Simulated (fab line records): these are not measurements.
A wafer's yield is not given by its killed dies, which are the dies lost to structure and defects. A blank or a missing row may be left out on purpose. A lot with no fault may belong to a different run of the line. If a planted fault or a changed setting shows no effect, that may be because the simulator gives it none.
A lot that was struck, set against a sound lot | flow n5Finfet | 15 out of 1938 route steps
Sound: these wafers, L202.1, L202.3, L202.5. Struck: wafer L207.5; the same lot's L207.1 was not struck, so it is left out; see the end for the cause.
At each step with rows: each side's tool, then ch and its chambers, then its first start. Under that, the readings that differ: sound wafers | struck wafers | difference of the means | sigmas: that difference in standard deviations of wafers without a fault.
alike: a reading whose means differ by less than 2 such deviations, as well as words and numbers matching on both sides. not compared: withheld readings; readings where some wafer has no value; bounds like >300 that might hide an equal value; numbers whose values overlap and for which the record gives no deviation.
Wherever a step has rows on one side only, a row that says differs or no value, or a row with sigmas, the two part there. Non-overlapping numbers with no deviation appear without sigmas and do not part them. A reading missing from all wafers of one side parts the sides only when that side holds two or more wafers.

first, 3 steps without rows for these wafers: N5_BEOL_M9_EXPOSE_25 (exposes mask V8); N5_BEOL_M9_PEB_26 (peb time 60 s); N5_BEOL_M9_DEVELOP_27 (develop time 30 s).
N5_BEOL_M9_CD_MEAS_28: the cd target is 70 nm.
  sound on cdSem-01 ch 0, day 11 06:56; struck on cdSem-01 ch 0, day 12 14:16
  alike: cdNm
N5_BEOL_M9_OVL_MEAS_29:
  sound on overlay-01 ch 0, day 11 06:58; struck on overlay-02 ch 0, day 12 14:18
  alike: V8_OVL
N5_BEOL_M9_INSPECT_30: inspects for defects (brightfield).
  struck on defectInspect-02, day 12 14:22; sound on defectInspect-01, day 11 07:01
reading        | sound       | struck | difference | sigmas
rawDefectCount | 419 349 280 | 513    | +164       | +2
N5_BEOL_M9_DESCUM_33: chemistry O2, time 7 s.
  sound on rieDiel-03 ch 0,1,2, day 11 07:04; struck on rieDiel-04 ch 0, day 12 14:23
  alike: drypumpMotorCurrentA, oesProductAu, rfVppV, showerheadPlenumPTorr, throttleValvePct
  not compared: rfHoursCounterH
N5_BEOL_M9_ETCH_76: etches underlayer in N2/H2, target depth 6.5 nm, time 5.2 s.
  sound on rieDiel-03 ch 0,1,2, day 11 07:05; struck on rieDiel-04 ch 0, day 12 14:26
  alike: drypumpMotorCurrentA, etchRfOnTimeS, oesProductAu, rfVppV, showerheadPlenumPTorr, throttleValvePct
  not compared: rfHoursCounterH
N5_BEOL_M9_ETCH_65: etches SiARC in CF4, target depth 15.6 nm, time 26 s.
  sound on rieDiel-03 ch 0,1,2, day 11 07:07; struck on rieDiel-04 ch 0, day 12 14:26
  alike: drypumpMotorCurrentA, etchRfOnTimeS, oesProductAu, rfVppV, showerheadPlenumPTorr, throttleValvePct
  not compared: rfHoursCounterH
N5_BEOL_M9_ETCH_66: etches SOC in N2/H2, target depth 80 nm, overetch 16 nm, time 120 s.
  sound on rieDiel-03 ch 0,1,2, day 11 07:08; struck on rieDiel-04 ch 0, day 12 14:28
  alike: drypumpMotorCurrentA, oesProductAu, rfVppV, showerheadPlenumPTorr, throttleValvePct
  not compared: rfHoursCounterH
then, 2 steps without rows for these wafers: N5_BEOL_M9_STRIP_69 (strips in N2/H2); N5_BEOL_M9_STRIP_77 (strips in N2/H2).
N5_BEOL_M9_VIA_ETCH_34: etches SiCOH lowk in C4F6/O2, target depth 182.4 nm, time 68.4 s.
  sound on rieDiel-03 ch 0,1,2, day 11 07:14; struck on rieDiel-04 ch 0, day 12 14:34
reading                                 | sound           | struck | difference | sigmas
model.etch.depthNm (nm)                 | 191 180.4 178.2 | 267.6  | +84.4      | 
model.SOC_of_BEOL_M9_COAT_63.thkNm (nm) | 50.6 51.4 51    | 46.8   | -4.2       | 
  alike: C4F6_flow_sccm, drypumpMotorCurrentA, oesProductAu, rfVppV, showerheadPlenumPTorr, throttleValvePct
  not compared: rfHoursCounterH
then, 1 step without rows for these wafers: N5_BEOL_M9_STRIP_73 (strips in C4F6/O2).
-- a jump in the record: the struck wafers' starts before and after are 2 days apart (it breaks off in module BEOL_M9 and resumes in module PASSIVATION, where the first step shown is number 1936 of the route) --
N5_PASSIVATION_PROBE_49:
  struck on prober-01, day 14 20:32; sound on prober-02, day 13 20:06
  alike: defectLimitedYield, killed_at_M0_to_M3, killed_at_M4_up, killedAtContacts, killedAtFrontEnd, killedAtOther, killedDies, killedOpen, killedShort, sort_bin_4_leakage, sort_bin_5_function, sort_bin_6_memory, sort_bin_8_speed, sortNPass, sortYieldPct

== WHERE THEY PART ==
Only at N5_BEOL_M9_INSPECT_30, within this record. Later steps at which nothing parts them and some readings are alike: N5_BEOL_M9_DESCUM_33, N5_BEOL_M9_ETCH_76, N5_BEOL_M9_ETCH_65, N5_BEOL_M9_ETCH_66, N5_BEOL_M9_VIA_ETCH_34, N5_PASSIVATION_PROBE_49.

WHY: the cause the simulator had injected
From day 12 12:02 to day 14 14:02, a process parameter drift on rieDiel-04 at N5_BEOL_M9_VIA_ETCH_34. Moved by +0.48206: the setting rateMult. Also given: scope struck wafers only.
